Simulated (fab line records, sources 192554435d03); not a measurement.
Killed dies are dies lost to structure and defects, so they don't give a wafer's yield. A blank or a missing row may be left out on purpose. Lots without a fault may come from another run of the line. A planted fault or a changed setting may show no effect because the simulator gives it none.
Chamber matching | flow n5_finfet | N5_SDB_CMP_30 on cmp-01: 4 sister chambers
The step polishes, stops on poly-Si, t overpolish 1.54 s, target thk 30 nm. 20 wafers are shown with their chamber, then 10 later ones without.

WAFERS WITH THEIR CHAMBER
wafer  | chamber | motor_current_A (A) | overpolish_run_s (s) | time_to_endpoint_s (s)
L074.1 | 0       | 14.9                | 1.541                | 20.8
L074.2 | 2       | 13.5                | 1.539                | 18.9
L074.3 | 3       | 10.6                | 1.555                | 19.4
L075.1 | 1       | 10.3                | 1.539                | 18.1
L075.2 | 0       | 14.8                | 1.535                | 16.4
L075.4 | 2       | 13.2                | 1.538                | 17.4
L077.1 | 0       | 14.9                | 1.542                | 21.5
L077.5 | 3       | 10.4                | 1.547                | 17.6
L077.6 | 2       | 13.3                | 1.529                | 20.6
L080.2 | 2       | 13.5                | 1.548                | 18.8
L080.5 | 1       | 10.3                | 1.553                | 18.4
L080.6 | 0       | 14.5                | 1.549                | 18.4
L085.3 | 0       | 14.4                | 1.530                | 17.4
L085.4 | 3       | 10.2                | 1.550                | 16.1
L085.5 | 3       | 10.6                | 1.556                | 18.3
L089.1 | 3       | 10.5                | 1.541                | 18.0
L089.3 | 0       | 15.2                | 1.541                | 16.3
L089.6 | 3       | 10.7                | 1.535                | 17.5
L091.1 | 3       | 10.5                | 1.538                | 16.1
L091.5 | 1       | 10.0                | 1.561                | 19.1

SIGNATURES (means of the wafers above)
reading            | chamber 0 | chamber 1 | chamber 2 | chamber 3 | scatter within a chamber
motor_current_A    | 14.783    | 10.200    | 13.375    | 10.500    | 0.212
overpolish_run_s   | 1.53967   | 1.55100   | 1.53850   | 1.54600   | 0.00809
time_to_endpoint_s | 18.467    | 18.533    | 18.925    | 17.571    | 1.56
Rule: a wafer's distance from a chamber is the root of the sum, over the readings, of the square of ((its reading less the chamber's mean) divided by the reading's scatter). The wafer belongs to the nearest chamber; if the next one is less than 2 further off, it can't be placed. The scatter: the root of (the sum of the squares of (reading less its chamber's mean) over the shown wafers, divided by (wafers less chambers)).

WAFERS WITHOUT THEIR CHAMBER
wafer  | motor_current_A (A) | overpolish_run_s (s) | time_to_endpoint_s (s)
L091.6 | 15.6                | 1.551                | 21.7
L093.1 | 9.8                 | 1.528                | 18.4
L093.2 | 14.6                | 1.526                | 17.5
L093.4 | 13.1                | 1.566                | 15.6
L094.2 | 14.1                | 1.562                | 17.8
L094.4 | 10.3                | 1.540                | 18.1
L094.6 | 14.7                | 1.539                | 17.9
L097.3 | 13.1                | 1.544                | 16.7
L097.4 | 9.8                 | 1.535                | 16.1
L097.5 | 15.2                | 1.528                | 16.6

WHICH CHAMBER EACH WENT THROUGH
wafer  | from the rows above     | in truth
L091.6 | 0                       | 0
L093.1 | can't be placed: 1 or 3 | 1
L093.2 | 0                       | 0
L093.4 | 2                       | 2
L094.2 | can't be placed: 0 or 2 | 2
L094.4 | can't be placed: 3 or 1 | 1
L094.6 | 0                       | 0
L097.3 | 2                       | 2
L097.4 | can't be placed: 1 or 3 | 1
L097.5 | 0                       | 0
Placed correctly: 6 of 10. Can't be placed from these rows: 4 (the true chamber is among the candidates in 4). Placed wrongly: 0.
